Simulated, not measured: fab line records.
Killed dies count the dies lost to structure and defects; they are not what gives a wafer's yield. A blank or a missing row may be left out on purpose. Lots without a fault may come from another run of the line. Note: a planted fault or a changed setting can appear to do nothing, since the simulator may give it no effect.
Which of the tools did it? | flow nand_harc | 15 lots, 45 wafers sampled, at 5 steps of a route of 1159

== WHAT EACH GAUGE READ, for each wafer ==
NHARC_A_ONON_D1_THK_MEAS_11: measures by ellipsometry. Usual: thk_nm reads 999 nm (standard deviation 12).
lot  | measured     | on            | thk_nm (nm)    | flag
L824 | day 7 16:40  | film_metro-01 | 1018 1016 1017 |
L825 | day 8 03:31  | film_metro-02 | 1001 1001 1000 |
L827 | day 8 03:17  | film_metro-01 | 1003 1002 1002 |
L828 | day 8 19:34  | film_metro-01 | 1015 1017 1021 |
L829 | day 8 19:31  | film_metro-02 | 1004 1004 1004 |
L831 | day 9 04:15  | film_metro-01 | 1000 1000 998  |
L838 | day 11 13:58 | film_metro-01 | 1009 1009 1007 |
L841 | day 11 20:56 | film_metro-01 | 985 984 985    |
L840 | day 11 20:49 | film_metro-02 | 998 999 997    |
L842 | day 11 21:07 | film_metro-02 | 986 985 986    |
L843 | day 11 20:45 | film_metro-01 | 1004 1003 1005 |
L844 | day 12 13:29 | film_metro-01 | 1002 1002 1000 |
L845 | day 12 23:55 | film_metro-01 | 982 984 983    |
L846 | day 12 23:57 | film_metro-02 | 1004 1005 1006 |
L847 | day 13 05:59 | film_metro-02 | 1001 998 1000  |

NHARC_A_ONON_D1_THK_MEAS_21: measures by ellipsometry. Usual: thk_nm reads 1000 nm (standard deviation 11).
lot  | measured     | on            | thk_nm (nm)    | flag
L824 | day 8 00:53  | film_metro-01 | 996 998 998    |
L825 | day 8 11:30  | film_metro-01 | 1008 1010 1009 |
L827 | day 8 11:32  | film_metro-02 | 1015 1015 1016 |
L828 | day 9 04:07  | film_metro-02 | 1559 1559 1560 | OFF
L829 | day 9 03:46  | film_metro-01 | 1547 1548 1545 | OFF
L831 | day 9 12:37  | film_metro-02 | 1556 1556 1555 | OFF
L838 | day 11 22:19 | film_metro-02 | 1012 1011 1012 |
L841 | day 12 08:44 | film_metro-01 | 980 980 981    |
L840 | day 12 09:05 | film_metro-02 | 1000 1000 998  |
L842 | day 12 08:52 | film_metro-02 | 984 985 984    |
L843 | day 12 08:43 | film_metro-02 | 984 982 982    |
L844 | day 12 21:44 | film_metro-01 | 1000 1000 1002 |
L845 | day 13 08:12 | film_metro-02 | 1013 1011 1016 |
L846 | day 13 08:13 | film_metro-01 | 999 999 998    |
L847 | day 13 14:14 | film_metro-02 | 998 1000 1000  |

NHARC_END_SORT_01. Usual: killed_at_array 26, standard deviation 10; killed_at_other 0.5, standard deviation 0.87; killed_at_periphery 3.0, standard deviation 2.5; killed_dies 29, standard deviation 11; killed_open 3.3, standard deviation 1.9; killed_short 1.8, standard deviation 1.5.
lot  | measured     | on        | killed_at_array | killed_at_other | killed_at_periphery | killed_dies | killed_open | killed_short | flag
L828 | day 20 08:04 | prober-02 | 674 674 674     | 1 0 1           | 2 3 2               | 677 677 677 | 4 2 2       | 0 1 0        | OFF
L829 | day 20 15:47 | prober-02 | 672 672 672     | 1 0 0           | 4 5 5               | 677 677 677 | 3 4 4       | 2 1 1        | OFF
L831 | day 21 03:38 | prober-01 | 677 676 675     | 0 1 1           | 0 0 1               | 677 677 677 | 4 2 7       | 0 4 1        | OFF

== WHAT TOOL EACH LOT RAN ON (gives the tool, then ch and the chambers of the sampled wafers, and finally the start) ==
lot  | NHARC_P_BONDPAD_PVD_27                  | NHARC_A_ONON_D1_DEP_19
L824 | pvd_sputter-02, day 7 16:40 or earlier  | pecvd_onon-02 ch 0, day 8 00:23
L825 | pvd_sputter-03, day 8 03:31 or earlier  | pecvd_onon-01 ch 0, day 8 11:03
L827 | pvd_sputter-01, day 8 03:17 or earlier  | pecvd_onon-03 ch 0, day 8 11:03
L828 | pvd_sputter-03, day 8 19:34 or earlier  | pecvd_onon-03 ch 0, day 9 03:40
L829 | pvd_sputter-03, day 8 19:31 or earlier  | pecvd_onon-03 ch 0, day 9 03:19
L831 | pvd_sputter-01, day 9 04:15 or earlier  | pecvd_onon-03 ch 0, day 9 12:13
L838 | pvd_sputter-02, day 11 13:58 or earlier | pecvd_onon-01 ch 0, day 11 21:55
L841 | pvd_sputter-01, day 11 20:56 or earlier | pecvd_onon-01 ch 0, day 12 08:14
L840 | pvd_sputter-02, day 11 20:49 or earlier | pecvd_onon-03 ch 0, day 12 08:34
L842 | pvd_sputter-03, day 11 21:07 or earlier | pecvd_onon-02 ch 0, day 12 08:21
L843 | pvd_sputter-03, day 11 20:45 or earlier | pecvd_onon-03 ch 0, day 12 08:13
L844 | pvd_sputter-03, day 12 13:29 or earlier | pecvd_onon-01 ch 0, day 12 21:17
L845 | pvd_sputter-02, day 12 23:55 or earlier | pecvd_onon-01 ch 0, day 13 07:48
L846 | pvd_sputter-01, day 12 23:57 or earlier | pecvd_onon-03 ch 0, day 13 07:42
L847 | pvd_sputter-03, day 13 05:59 or earlier | pecvd_onon-01 ch 0, day 13 13:43
- NHARC_P_BONDPAD_PVD_27: deposits Cu, target thk 30 nm, time 20.49 s.
- NHARC_A_ONON_D1_DEP_19: target thk 1000 nm.

== AS READ BY THE TOOLS THEMSELVES (means over the sampled wafers that have a number; for cases with no such wafer, the mark the record gives instead) ==
NHARC_P_BONDPAD_PVD_27. Usual: chamber_pressure_pa 5.001 Pa, standard deviation 0.0099; substrate_temp_c 30.02 C, standard deviation 0.1; throttle_valve_pct 30.0 %, standard deviation 1.3.
lot  | tool           | chamber_pressure_pa (Pa) | substrate_temp_c (C) | throttle_valve_pct (%) | flag
L824 | pvd_sputter-02 | 4.995                    | 30.05                | 29.5                   |
L825 | pvd_sputter-03 | 5.008                    | 30.11                | 30.6                   |
L827 | pvd_sputter-01 | 5.010                    | 30.02                | 29.8                   |
L828 | pvd_sputter-03 | 4.999                    | 30.09                | 29.8                   |
L829 | pvd_sputter-03 | 5.009                    | 30.03                | 30.7                   |
L831 | pvd_sputter-01 | 5.005                    | 30.14                | 29.5                   |
L838 | pvd_sputter-02 | 4.998                    | 30.09                | 29.7                   |
L841 | pvd_sputter-01 | 4.996                    | 29.99                | 28.9                   |
L840 | pvd_sputter-02 | 4.994                    | 30.01                | 29.7                   |
L842 | pvd_sputter-03 | 5.005                    | 30.08                | 29.9                   |
L843 | pvd_sputter-03 | 5.008                    | 29.99                | 30.9                   |
L844 | pvd_sputter-03 | 4.999                    | 30.02                | 29.7                   |
L845 | pvd_sputter-02 | 4.993                    | 29.96                | 30.4                   |
L846 | pvd_sputter-01 | 5.009                    | 30.01                | 30.6                   |
L847 | pvd_sputter-03 | 5.013                    | 29.98                | 30.7                   |

== THE ANSWER, worked out from the rows above alone ==
Rule: lot off if the mean of its wafers having a number is beyond 3 standard deviations from the usual mean. A lot without any number at a reading at which 4 lots or more have one is off too. Where the step has rows for the other lots, those lots are counted as sound. Order of review: gauges by route order, followed by the tools' own readings, for which a lot's mean as printed above is used. The first step at which some lot is off is used, and at that step the reading that is off furthest; a lot without a number counts as furthest.
Off: L828, L829, L831, at NHARC_A_ONON_D1_THK_MEAS_21 (thk_nm).
If a tool, at a process step before that reading, ran all the lots that are off and no sound lot after the first of them, it fits. The gauges at NHARC_A_ONON_D1_THK_MEAS_21 aren't tried: what is off there is off at NHARC_END_SORT_01 too, on other tools, and a gauge's error can't cause that. With no start given for some of its lots, NHARC_P_BONDPAD_PVD_27 uses the hours and lot order of NHARC_A_ONON_D1_THK_MEAS_11. No candidate that was tried fits.

== WHAT THE SIMULATOR HAD PUT IN ==
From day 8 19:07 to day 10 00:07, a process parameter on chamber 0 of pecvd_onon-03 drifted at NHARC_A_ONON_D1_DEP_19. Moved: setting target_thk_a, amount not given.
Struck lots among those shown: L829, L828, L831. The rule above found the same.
